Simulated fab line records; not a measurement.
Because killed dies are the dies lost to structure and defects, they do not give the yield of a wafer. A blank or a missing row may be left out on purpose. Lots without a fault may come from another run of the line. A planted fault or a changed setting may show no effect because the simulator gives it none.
Which of the tools did it?    flow nand-harc    24 lots with 72 wafers sampled at 3 steps, on a route of 1159 steps

## WHAT EACH GAUGE READ, for each wafer
NHARC_A_CONTACT_CD_MEAS_08: the cd target is 100 nm.
lot   measured      on         cd-nm (nm)
L074  day 16 15:50  cd-sem-01  100.2 99.8 99.5
L075  day 17 01:17  cd-sem-03  99.7 100.1 99.9
L076  day 17 06:35  cd-sem-02  99.6 99.5 100.2
L077  day 17 08:47  cd-sem-03  100.4 100.3 100.5
L078  day 17 12:14  cd-sem-03  100.6 99.5 100.1
L079  day 17 23:54  cd-sem-01  100.2 99.9 100.2
L080  day 18 03:54  cd-sem-02  100.8 100.8 100.6
L081  day 18 09:47  cd-sem-03  99.9 100.2 100.1
L082  day 19 10:01  cd-sem-02  100.4 100.4 100.4
L083  day 19 11:14  cd-sem-02  100.3 100.4 100.2
L087  day 19 19:23  cd-sem-02  100.1 100.0 99.5
L084  day 19 22:58  cd-sem-02  99.8 99.0 99.4
L086  day 20 00:21  cd-sem-02  99.8 99.8 100.2
L085  day 20 00:59  cd-sem-02  99.6 99.5 99.2
L088  day 20 03:38  cd-sem-02  100.8 99.9 100.4
L090  day 20 13:33  cd-sem-01  100.6 100.9 100.9
L089  day 20 14:47  cd-sem-02  99.7 99.7 99.7
L093  day 21 14:07  cd-sem-02  99.7 100.1 99.7
L092  day 21 18:43  cd-sem-03  100.0 100.8 100.4
L094  day 22 01:10  cd-sem-03  100.3 99.9 101.1
L096  day 22 09:40  cd-sem-01  100.6 100.6 100.0
L091  day 22 08:47  cd-sem-03  100.2 100.4 101.0
L097  day 22 14:23  cd-sem-03  99.9 100.5 99.7
L095  day 22 19:40  cd-sem-03  100.4 100.1 100.6

NHARC_A_CONTACT_INSPECT_10.
lot   measured      on                 raw-defect-count
L074  day 16 15:58  defect-inspect-01  36 33 49
L075  day 17 01:25  defect-inspect-01  29 31 35
L076  day 17 06:43  defect-inspect-02  18 16 13
L077  day 17 08:55  defect-inspect-01  29 28 23
L078  day 17 12:22  defect-inspect-02  39 33 29
L079  day 18 00:01  defect-inspect-02  21 32 27
L080  day 18 04:01  defect-inspect-02  46 35 42
L081  day 18 09:54  defect-inspect-02  8 10 8
L082  day 19 10:08  defect-inspect-02  14 13 16
L083  day 19 11:22  defect-inspect-02  33 29 35
L087  day 19 19:31  defect-inspect-02  18 15 16
L084  day 19 23:05  defect-inspect-01  12 8 11
L086  day 20 00:28  defect-inspect-01  22 26 33
L085  day 20 01:07  defect-inspect-02  38 43 47
L088  day 20 03:46  defect-inspect-01  36 29 40
L090  day 20 13:40  defect-inspect-02  35 25 26
L089  day 20 14:54  defect-inspect-02  21 36 29
L093  day 21 14:14  defect-inspect-02  11 19 24
L092  day 21 18:50  defect-inspect-01  64 51 54
L094  day 22 01:17  defect-inspect-02  31 40 38
L096  day 22 09:47  defect-inspect-01  66 60 53
L091  day 22 08:54  defect-inspect-01  50 63 60
L097  day 22 14:31  defect-inspect-01  18 23 20
L095  day 22 19:48  defect-inspect-02  12 18 12

## WHAT TOOL EACH LOT RAN ON (gives the tool, then ch and the chambers of the sampled wafers, and finally the start)
lot   NHARC_A_CONTACT_ETCH_123
L074  har-cap-etch-01 ch 0,1, day 15 21:52
L075  har-cap-etch-01 ch 0,1, day 16 10:29
L076  har-cap-etch-03 ch 0,1, day 16 16:16
L077  har-cap-etch-01 ch 0,1, day 16 16:25
L078  har-cap-etch-02 ch 0,1, day 17 01:14
L079  har-cap-etch-02 ch 0,1, day 17 13:03
L080  har-cap-etch-03 ch 0,1, day 17 17:10
L081  har-cap-etch-01 ch 0,1, day 17 22:30
L082  har-cap-etch-03 ch 0,1, day 18 20:13
L083  har-cap-etch-01 ch 0,1, day 18 20:46
L087  har-cap-etch-03 ch 0,1, day 19 06:05
L084  har-cap-etch-02 ch 1, day 19 07:31
L086  har-cap-etch-03 ch 0,1, day 19 10:22
L085  har-cap-etch-01 ch 1, day 19 11:30
L088  har-cap-etch-02 ch 0,1, day 19 15:01
L090  har-cap-etch-02 ch 0,1, day 20 00:50
L089  har-cap-etch-01 ch 0,1, day 20 01:16
L093  har-cap-etch-02 ch 0,1, day 21 01:50
L092  har-cap-etch-01 ch 0,1, day 21 07:21
L094  har-cap-etch-02 ch 0,1, day 21 11:23
L096  har-cap-etch-01 ch 0,1, day 21 20:03
L091  har-cap-etch-03 ch 0,1, day 21 20:07
L097  har-cap-etch-03 ch 0,1, day 21 23:55
L095  har-cap-etch-01 ch 0,1, day 22 06:50
- NHARC_A_CONTACT_ETCH_123: etches the open film in C4F8/O2/Ar, time 253 s, target depth 1090 nm.

## AS READ BY THE TOOLS THEMSELVES (means over the sampled wafers that have a number; for cases with no such wafer, the mark the record gives instead)
The record holds no such reading with a usual standard deviation.

## THE ANSWER, worked out from the rows above alone
Rule: the usual values come from the lots themselves. Put in order of their means at a reading, lots are off if they are a third of the lots or fewer, leave a main group of 4 or more, and stand apart from it by a gap of 3 or more times the standard deviation of the main group's means; of several such gaps the widest counts. A main group is skipped when, at the precision printed for the reading in the tables above, its means are all equal. Also off: a lot with no number at a reading for which 4 or more lots have one. All remaining lots with rows at the step are treated as sound. After the gauges, taken in route order, come the tools' own readings; for these a lot's mean is taken, as printed above. At the first step where some lot is off, the reading lying furthest off is the one used; lots without a number count as furthest.
None of the lots is off at any reading shown; this tells nothing.

## WHAT THE SIMULATOR PUT IN
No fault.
